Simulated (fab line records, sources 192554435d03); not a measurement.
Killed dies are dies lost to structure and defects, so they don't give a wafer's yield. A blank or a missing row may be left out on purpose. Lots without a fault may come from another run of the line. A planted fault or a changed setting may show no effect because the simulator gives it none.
Which tool did it? | flow n5_finfet | 12 lots, 36 wafers sampled, at 1 step of a route of 1938

WHAT THE GAUGES READ, wafer by wafer
N5_MOL_CONTACT_COAG_OVL_MEAS_85.
lot  | measured     | on         | VG_OVL (nm)
L075 | day 5 10:16  | overlay-02 | -0.4 -0.9 0.1
L077 | day 5 22:44  | overlay-02 | -0.3 -0.6 -0.4
L079 | day 6 10:15  | overlay-01 | -0.6 -1.0 -0.8
L081 | day 6 21:59  | overlay-02 | -1.3 -1.1 0.2
L083 | day 7 14:51  | overlay-02 | -1.2 0.2 0.0
L085 | day 7 22:55  | overlay-02 | -0.3 0.0 -0.8
L087 | day 8 08:16  | overlay-01 | -1.4 -0.6 -1.8
L089 | day 8 19:19  | overlay-02 | -0.3 1.1 0.3
L092 | day 9 12:21  | overlay-02 | 0.1 -0.2 0.0
L093 | day 9 19:24  | overlay-01 | 0.2 -0.3 -0.2
L095 | day 10 09:49 | overlay-02 | 0.3 0.5 -0.1
L097 | day 10 21:33 | overlay-01 | 0.4 -0.6 0.1

WHICH TOOL RAN EACH LOT (tool, then ch and the chambers of the sampled wafers, then the start)
The record holds no process step before these readings.

THE ANSWER, worked out from the rows above alone
Rule: what is usual is taken from the lots themselves. Put in order of their means at a reading, lots are off if they are a third of the lots or fewer, leave a main group of 4 or more, and stand apart from it by a gap of 3 or more times the standard deviation of the main group's means; of several such gaps the widest counts. A main group whose means are all the same, to the digits that the tables above print for the reading, isn't used. A lot without any number at a reading at which 4 lots or more have one is off too. The other lots that the step has rows for count as sound.
No lot is off at any reading shown: from this, nothing can be told.

WHAT THE SIMULATOR HAD PUT IN
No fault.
